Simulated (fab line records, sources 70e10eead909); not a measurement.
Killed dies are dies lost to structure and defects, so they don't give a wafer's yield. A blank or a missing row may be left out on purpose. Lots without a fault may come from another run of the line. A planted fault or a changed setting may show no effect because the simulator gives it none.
Which tool did it? | flow nand_harc | 14 lots, 42 wafers sampled, at 4 steps of a route of 1159

WHAT THE GAUGES READ, wafer by wafer
The record holds no reading of a measuring or inspecting step that can be judged against a usual standard deviation.

WHICH TOOL RAN EACH LOT (tool, then ch and the chambers of the sampled wafers, then the start)
lot  | NHARC_A_STAIRCASE_ETCH_169         | NHARC_A_STAIRCASE_ETCH_15                     | NHARC_A_STAIRCASE_TRIM_22          | NHARC_A_STAIRCASE_TRIM_26
L137 | rie_diel-03 ch 1,3, day 11 05:06   | rie_diel-09 ch 0,1, day 11 08:32 or earlier   | rie_diel-09 ch 1,3, day 11 08:32   | rie_diel-09 ch 1,2, no start
L136 | rie_diel-04 ch 0,2, day 11 05:19   | rie_diel-04 ch 0,1, day 11 08:28 or earlier   | rie_diel-04 ch 1,2, day 11 08:28   | rie_diel-04 ch 1,2,3, no start
L138 | rie_diel-03 ch 0,3, day 11 11:40   | rie_diel-04 ch 0,2,3, day 11 14:42 or earlier | rie_diel-04 ch 2,3, day 11 14:42   | rie_diel-04 ch 0,1, no start
L139 | rie_diel-03 ch 1,2, day 11 11:50   | rie_diel-03 ch 0,2, day 11 15:39 or earlier   | rie_diel-04 ch 1,2,3, day 11 15:39 | rie_diel-04 ch 2,3, no start
L141 | rie_diel-04 ch 2,3, day 11 21:35   | rie_diel-03 ch 1,3, day 12 03:08 or earlier   | rie_diel-09 ch 1,2,3, day 12 03:08 | rie_diel-09 ch 0,3, no start
L140 | rie_diel-09 ch 0,3, day 12 01:35   | rie_diel-03 ch 0,1,3, day 12 04:52 or earlier | rie_diel-04 ch 0,1,2, day 12 04:52 | rie_diel-04 ch 1,2,3, no start
L145 | rie_diel-09 ch 2,3, day 12 17:30   | rie_diel-03 ch 0,1, day 12 23:26 or earlier   | rie_diel-04 ch 0,1,3, day 12 23:26 | rie_diel-04 ch 2,3, no start
L153 | rie_diel-04 ch 0,1,2, day 14 23:04 | rie_diel-04 ch 0,1,2, day 15 02:30 or earlier | rie_diel-03 ch 1,3, day 15 02:30   | rie_diel-03 ch 1,3, no start
L154 | rie_diel-09 ch 0,1,3, day 15 07:40 | rie_diel-09 ch 1,2,3, day 15 11:01 or earlier | rie_diel-09 ch 0,1,3, day 15 11:01 | rie_diel-09 ch 0,1,2, no start
L158 | rie_diel-04 ch 0,1, day 15 18:36   | rie_diel-03 ch 1,2,3, day 15 22:13 or earlier | rie_diel-03 ch 1,3, day 15 22:13   | rie_diel-03 ch 2,3, no start
L157 | rie_diel-03 ch 2,3, day 15 18:43   | rie_diel-09 ch 2,3, day 15 22:23 or earlier   | rie_diel-04 ch 2,3, day 15 22:23   | rie_diel-04 ch 0,1,3, no start
L156 | rie_diel-03 ch 1,2,3, day 15 22:19 | rie_diel-09 ch 0,2,3, day 16 03:20 or earlier | rie_diel-09 ch 1,2, day 16 03:20   | rie_diel-09 ch 0,2,3, no start
L155 | rie_diel-04 ch 0,2,3, day 15 22:28 | rie_diel-04 ch 0,1,2, day 16 01:41 or earlier | rie_diel-04 ch 0,3, day 16 01:41   | rie_diel-04 ch 2,3, no start
L159 | rie_diel-04 ch 0,1,2, day 16 11:28 | rie_diel-04 ch 0,1,3, day 16 15:11 or earlier | rie_diel-04 ch 0,2, day 16 15:11   | rie_diel-04 ch 0,1,2, no start
- NHARC_A_STAIRCASE_ETCH_169: etches the open film in CH3F/O2, target depth 50 nm, time 107.1 s.
- NHARC_A_STAIRCASE_ETCH_15: etches the open film in C4F8/O2, target depth 100 nm, time 40.5 s.
- NHARC_A_STAIRCASE_TRIM_22: chemistry O2, time 211.2 s.
- NHARC_A_STAIRCASE_TRIM_26: chemistry O2, time 211.2 s.

WHAT THE TOOLS THEMSELVES READ (means of the sampled wafers that have a number; where no wafer has one, the mark that the record gives instead)
NHARC_A_STAIRCASE_ETCH_169.
lot  | tool        | bias_w (W) | drypump_motor_current_A (A) | oes_product_au (a.u.) | rf_vpp_V (V) | showerhead_plenum_p_Torr (Torr) | throttle_valve_pct (%)
L137 | rie_diel-03 | 100.19     | 4.9                         | 0.967                 | 244.5        | 2.49                            | 20.658
L136 | rie_diel-04 | 99.94      | 5.7                         | 0.984                 | 244.8        | 2.48                            | 20.666
L138 | rie_diel-03 | 99.88      | 5.5                         | 0.971                 | 244.2        | 2.38                            | 20.660
L139 | rie_diel-03 | 99.67      | 5.0                         | 0.953                 | 245.8        | 2.61                            | 20.670
L141 | rie_diel-04 | 99.58      | 6.0                         | 0.926                 | 242.4        | 2.36                            | 20.669
L140 | rie_diel-09 | 100.01     | 6.1                         | 0.939                 | 245.6        | 2.54                            | 20.658
L145 | rie_diel-09 | 100.24     | 5.6                         | 0.949                 | 245.8        | 2.57                            | 20.658
L153 | rie_diel-04 | 99.81      | 5.5                         | 0.953                 | 243.8        | 2.41                            | 20.670
L154 | rie_diel-09 | 99.76      | 5.7                         | 0.955                 | 244.5        | 2.46                            | 20.658
L158 | rie_diel-04 | 100.09     | 5.3                         | 0.964                 | 242.8        | 2.35                            | 20.658
L157 | rie_diel-03 | 100.18     | 5.2                         | 0.919                 | 245.6        | 2.51                            | 20.656
L156 | rie_diel-03 | 100.12     | 5.1                         | 0.923                 | 245.0        | 2.49                            | 20.666
L155 | rie_diel-04 | 99.93      | 5.9                         | 0.947                 | 244.1        | 2.51                            | 20.664
L159 | rie_diel-04 | 100.18     | 5.5                         | 0.964                 | 244.1        | 2.41                            | 20.666

NHARC_A_STAIRCASE_ETCH_15.
lot  | tool        | bias_w (W) | oes_product_au (a.u.) | rf_vpp_V (V)
L137 | rie_diel-09 | 1002       | 0.929                 | 895
L136 | rie_diel-04 | 999        | 0.950                 | 892
L138 | rie_diel-04 | 1003       | 0.943                 | 893
L139 | rie_diel-03 | 997        | 0.937                 | 903
L141 | rie_diel-03 | 999        | 0.937                 | 897
L140 | rie_diel-03 | 1002       | 0.938                 | 897
L145 | rie_diel-03 | 998        | 0.934                 | 900
L153 | rie_diel-04 | 1000       | 0.944                 | 894
L154 | rie_diel-09 | 1000       | 0.949                 | 896
L158 | rie_diel-03 | 999        | 0.935                 | 897
L157 | rie_diel-09 | 1002       | 0.944                 | 901
L156 | rie_diel-09 | 999        | 0.944                 | 900
L155 | rie_diel-04 | 1000       | 0.956                 | 893
L159 | rie_diel-04 | 1002       | 0.945                 | 896

NHARC_A_STAIRCASE_TRIM_22.
lot  | tool        | drypump_motor_current_A (A) | oes_product_au (a.u.) | rf_vpp_V (V) | showerhead_plenum_p_Torr (Torr) | throttle_valve_pct (%)
L137 | rie_diel-09 | 5.2                         | 1.017                 | 57.3         | 3.46                            | 17.032
L136 | rie_diel-04 | 5.4                         | 1.013                 | 58.0         | 3.45                            | 17.039
L138 | rie_diel-04 | 6.1                         | 1.003                 | 57.3         | 3.39                            | 17.035
L139 | rie_diel-04 | 5.7                         | 1.006                 | 57.8         | 3.42                            | 17.043
L141 | rie_diel-09 | 5.4                         | 1.006                 | 57.5         | 3.56                            | 17.034
L140 | rie_diel-04 | 5.5                         | 0.857                 | 58.0         | 3.48                            | 17.028
L145 | rie_diel-04 | 5.7                         | 0.930                 | 58.1         | 3.36                            | 17.033
L153 | rie_diel-03 | 4.9                         | 1.012                 | 58.0         | 3.55                            | 17.032
L154 | rie_diel-09 | 5.7                         | 1.001                 | 58.0         | 3.53                            | 17.026
L158 | rie_diel-03 | 4.9                         | 1.004                 | 58.7         | 3.55                            | 17.030
L157 | rie_diel-04 | 6.0                         | 1.009                 | 58.2         | 3.73                            | 17.039
L156 | rie_diel-09 | 5.2                         | 1.007                 | 58.0         | 3.41                            | 17.039
L155 | rie_diel-04 | 5.9                         | 1.006                 | 57.3         | 3.55                            | 17.034
L159 | rie_diel-04 | 5.7                         | 1.012                 | 57.7         | 3.54                            | 17.038

NHARC_A_STAIRCASE_TRIM_26.
lot  | tool        | drypump_motor_current_A (A) | oes_product_au (a.u.) | rf_vpp_V (V) | showerhead_plenum_p_Torr (Torr) | throttle_valve_pct (%)
L137 | rie_diel-09 | 5.2                         | 1.010                 | 58.2         | 3.43                            | 17.039
L136 | rie_diel-04 | 5.7                         | 1.002                 | 57.6         | 3.42                            | 17.037
L138 | rie_diel-04 | 5.4                         | 1.013                 | 57.9         | 3.40                            | 17.039
L139 | rie_diel-04 | 5.9                         | 1.005                 | 58.5         | 3.50                            | 17.026
L141 | rie_diel-09 | 5.9                         | 1.003                 | 58.0         | 3.68                            | 17.039
L140 | rie_diel-04 | 5.7                         | 1.004                 | 57.7         | 3.42                            | 17.036
L145 | rie_diel-04 | 5.9                         | 1.004                 | 57.4         | 3.49                            | 17.036
L153 | rie_diel-03 | 5.1                         | 1.010                 | 56.9         | 3.43                            | 17.030
L154 | rie_diel-09 | 5.7                         | 1.000                 | 57.9         | 3.51                            | 17.024
L158 | rie_diel-03 | 5.2                         | 0.994                 | 57.5         | 3.60                            | 17.031
L157 | rie_diel-04 | 5.7                         | 1.011                 | 58.6         | 3.52                            | 17.037
L156 | rie_diel-09 | 5.9                         | 0.996                 | 56.8         | 3.63                            | 17.038
L155 | rie_diel-04 | 5.9                         | 1.014                 | 58.3         | 3.66                            | 17.040
L159 | rie_diel-04 | 5.5                         | 1.004                 | 58.1         | 3.46                            | 17.037

THE ANSWER, worked out from the rows above alone
Rule: what is usual is taken from the lots themselves. Put in order of their means at a reading, lots are off if they are a third of the lots or fewer, leave a main group of 4 or more, and stand apart from it by a gap of 3 or more times the standard deviation of the main group's means; of several such gaps the widest counts. A main group whose means are all the same, to the digits that the tables above print for the reading, isn't used. A lot without any number at a reading at which 4 lots or more have one is off too. The other lots that the step has rows for count as sound. The gauges are gone through in route order, then the tools' own readings, and for those a lot's mean is taken as printed above. The first step at which some lot is off is used, and at that step the reading that is off furthest; a lot without a number counts as furthest.
Off: L140, L145, at NHARC_A_STAIRCASE_TRIM_22 (oes_product_au). The main group: mean 1.008 a.u., standard deviation 0.0045.
A tool fits if, at that step or a process step before it, it ran every lot that is off, and no sound lot after the first of them. NHARC_A_STAIRCASE_ETCH_15 gives no start for some lots, so the hours and the order of its lots are those of NHARC_A_STAIRCASE_TRIM_22. None of those tried fits.

WHAT THE SIMULATOR HAD PUT IN
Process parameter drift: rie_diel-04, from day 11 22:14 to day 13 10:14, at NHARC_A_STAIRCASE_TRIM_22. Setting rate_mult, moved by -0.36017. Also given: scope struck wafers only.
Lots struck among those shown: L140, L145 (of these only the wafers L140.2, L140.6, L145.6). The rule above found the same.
